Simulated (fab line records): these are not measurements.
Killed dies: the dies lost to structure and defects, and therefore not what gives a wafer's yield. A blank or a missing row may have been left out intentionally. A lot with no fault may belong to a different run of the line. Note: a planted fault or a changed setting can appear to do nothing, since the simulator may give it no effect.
Split-lot study / flow n5 finfet / on a route of 1938 steps: 7 lots, 21 wafers read

SPLIT DETAILS
At N5_BEOL_M9_COAT_64 (time 60 s, resist thk 12 nm), the setting spin rpm was moved away from the recipe's 1500 rpm on 7 of the 21 wafers read, by -11.1% to -4.8%. For the rest of the wafers, this setting stayed at what the recipe calls for.

FROM THE SPLIT TO THE READING: what the file shows between them, 5 steps
- N5_BEOL_M9_COAT_75: time 60 s, resist thk 5 nm
- N5_BEOL_M9_COAT_22: resist thk 30 nm
- N5_BEOL_M9_DESCUM_33: chemistry O2, time 7 s
- N5_BEOL_M9_ETCH_76: etches underlayer in N2/H2, target depth 6.5 nm, time 5.2 s
- N5_BEOL_M9_ETCH_65: etches SiARC in CF4, target depth 15.6 nm, time 26 s

THE READING
SiARC_of_BEOL_M9_COAT_64.thk nm (the simulator's own value, which no gauge read), in nm, at N5_BEOL_M9_ETCH_66 (etches SOC in N2/H2, target depth 80 nm, overetch 16 nm, time 120 s). The file gives no usual value for it. The 14 wafers here that ran the recipe average 6.5 nm, standard deviation 0.18 nm.

wafer=L076.4; tool, chamber at the split=litho track-04, 0; spin rpm as run, rpm=1333; against the recipe=-11.1%; SiARC_of_BEOL_M9_COAT_64.thk nm, nm=7.2; against lot-mates on the recipe=+0.8
wafer=L076.5; tool, chamber at the split=litho track-04, 0; spin rpm as run, rpm=1333; against the recipe=-11.1%; SiARC_of_BEOL_M9_COAT_64.thk nm, nm=7.2; against lot-mates on the recipe=+0.8
wafer=L076.6; tool, chamber at the split=litho track-04, 0; spin rpm as run, rpm=1500; against the recipe=recipe; SiARC_of_BEOL_M9_COAT_64.thk nm, nm=6.4; against lot-mates on the recipe=-
wafer=L079.2; tool, chamber at the split=litho track-05, 0; spin rpm as run, rpm=1428; against the recipe=-4.8%; SiARC_of_BEOL_M9_COAT_64.thk nm, nm=7; against lot-mates on the recipe=+0.6
wafer=L079.3; tool, chamber at the split=litho track-05, 0; spin rpm as run, rpm=1500; against the recipe=recipe; SiARC_of_BEOL_M9_COAT_64.thk nm, nm=6.4; against lot-mates on the recipe=-
wafer=L079.4; tool, chamber at the split=litho track-05, 0; spin rpm as run, rpm=1428; against the recipe=-4.8%; SiARC_of_BEOL_M9_COAT_64.thk nm, nm=6.8; against lot-mates on the recipe=+0.4
wafer=L080.1; tool, chamber at the split=litho track-03, 0; spin rpm as run, rpm=1500; against the recipe=recipe; SiARC_of_BEOL_M9_COAT_64.thk nm, nm=6.8; against lot-mates on the recipe=-
wafer=L080.6; tool, chamber at the split=litho track-03, 0; spin rpm as run, rpm=1500; against the recipe=recipe; SiARC_of_BEOL_M9_COAT_64.thk nm, nm=6.8; against lot-mates on the recipe=-
wafer=L080.3; tool, chamber at the split=litho track-03, 0; spin rpm as run, rpm=1500; against the recipe=recipe; SiARC_of_BEOL_M9_COAT_64.thk nm, nm=6.4; against lot-mates on the recipe=-
wafer=L084.1; tool, chamber at the split=litho track-05, 0; spin rpm as run, rpm=1500; against the recipe=recipe; SiARC_of_BEOL_M9_COAT_64.thk nm, nm=6.6; against lot-mates on the recipe=-
wafer=L084.2; tool, chamber at the split=litho track-05, 0; spin rpm as run, rpm=1500; against the recipe=recipe; SiARC_of_BEOL_M9_COAT_64.thk nm, nm=6.6; against lot-mates on the recipe=-
wafer=L084.4; tool, chamber at the split=litho track-05, 0; spin rpm as run, rpm=1395; against the recipe=-7.0%; SiARC_of_BEOL_M9_COAT_64.thk nm, nm=6.8; against lot-mates on the recipe=+0.2
wafer=L088.3; tool, chamber at the split=litho track-05, 0; spin rpm as run, rpm=1500; against the recipe=recipe; SiARC_of_BEOL_M9_COAT_64.thk nm, nm=6.2; against lot-mates on the recipe=-
wafer=L088.4; tool, chamber at the split=litho track-05, 0; spin rpm as run, rpm=1500; against the recipe=recipe; SiARC_of_BEOL_M9_COAT_64.thk nm, nm=6.4; against lot-mates on the recipe=-
wafer=L088.5; tool, chamber at the split=litho track-05, 0; spin rpm as run, rpm=1500; against the recipe=recipe; SiARC_of_BEOL_M9_COAT_64.thk nm, nm=6.4; against lot-mates on the recipe=-
wafer=L087.2; tool, chamber at the split=litho track-04, 0; spin rpm as run, rpm=1500; against the recipe=recipe; SiARC_of_BEOL_M9_COAT_64.thk nm, nm=6.4; against lot-mates on the recipe=-
wafer=L087.3; tool, chamber at the split=litho track-04, 0; spin rpm as run, rpm=1500; against the recipe=recipe; SiARC_of_BEOL_M9_COAT_64.thk nm, nm=6.4; against lot-mates on the recipe=-
wafer=L087.4; tool, chamber at the split=litho track-04, 0; spin rpm as run, rpm=1500; against the recipe=recipe; SiARC_of_BEOL_M9_COAT_64.thk nm, nm=6.4; against lot-mates on the recipe=-
wafer=L092.1; tool, chamber at the split=litho track-05, 0; spin rpm as run, rpm=1500; against the recipe=recipe; SiARC_of_BEOL_M9_COAT_64.thk nm, nm=6.2; against lot-mates on the recipe=-
wafer=L092.2; tool, chamber at the split=litho track-05, 0; spin rpm as run, rpm=1362; against the recipe=-9.2%; SiARC_of_BEOL_M9_COAT_64.thk nm, nm=7; against lot-mates on the recipe=+0.8
wafer=L092.3; tool, chamber at the split=litho track-05, 0; spin rpm as run, rpm=1362; against the recipe=-9.2%; SiARC_of_BEOL_M9_COAT_64.thk nm, nm=7; against lot-mates on the recipe=+0.8

THE FIT
A straight line over all 21 wafers: SiARC_of_BEOL_M9_COAT_64.thk nm changes by -0.0641 nm for each +1% of spin rpm; r = -0.86; the points scatter about the line by 0.16 nm.
The same after taking each lot's own level away (the mean of its wafers on the recipe; 21 wafers): -0.0751 nm for each +1%; r = -0.93; scatter 0.13 nm.
That fit puts the effect of the largest move of spin rpm on the reading at 0.84 nm.
From 6.20 to 6.67 nm: that is the span of the lots' own levels, equal to 2.6 times the standard deviation above.
In other words, the slope is changed by the lot-to-lot level; the two fits disagree.
Check: with one of the wafers moved furthest among these (-11.1%) left out of the fit, the line predicts +0.854 nm for it against its lot-mates. Against them it came out at +0.8 nm.

THE OTHER SPLITS THESE WAFERS WENT THROUGH
Note: prior to the reading, these wafers also went through further splits. Each is held against what the fit with the lots' levels taken away leaves over:
other split on the same wafers=N5_BEOL_M8_COAT_22 spin rpm; wafers away from the commonest value=8; r with SiARC_of_BEOL_M9_COAT_64.thk nm (lot level and that fit taken away)=+0.03
other split on the same wafers=N5_BEOL_M9_ETCH_61 source w; wafers away from the commonest value=8; r with SiARC_of_BEOL_M9_COAT_64.thk nm (lot level and that fit taken away)=+0.00

THE WHOLE CHAIN: every reading that the file lists as answering this split, in the file's order
step=N5_BEOL_M9_COAT_64; what it does=time 60 s, resist thk 12 nm; reading=SiARC_of_BEOL_M9_COAT_64.thk nm (the simulator's own value, which no gauge read); change (the file's fit)=-0.0665 nm for each +1% of the setting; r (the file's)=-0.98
step=N5_BEOL_M9_ETCH_65; what it does=etches SiARC in CF4, target depth 15.6 nm, time 26 s; reading=etch.depth nm (the simulator's own value, which no gauge read); change (the file's fit)=-0.0669 nm for each +1% of the setting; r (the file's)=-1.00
step=N5_BEOL_M9_ETCH_65; what it does=etches SiARC in CF4, target depth 15.6 nm, time 26 s; reading=CAR-EUV_of_BEOL_M9_COAT_22.thk nm (the simulator's own value, which no gauge read); change (the file's fit)=+0.0578 nm for each +1% of the setting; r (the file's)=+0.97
step=N5_BEOL_M9_ETCH_66; what it does=etches SOC in N2/H2, target depth 80 nm, overetch 16 nm, time 120 s; reading=SiARC_of_BEOL_M9_COAT_64.thk nm (the simulator's own value, which no gauge read); change (the file's fit)=-0.0715 nm for each +1% of the setting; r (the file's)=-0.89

FILE'S OWN FIT
SiARC_of_BEOL_M9_COAT_64.thk nm changes by -0.0715 nm for each +1% of spin rpm, r = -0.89.
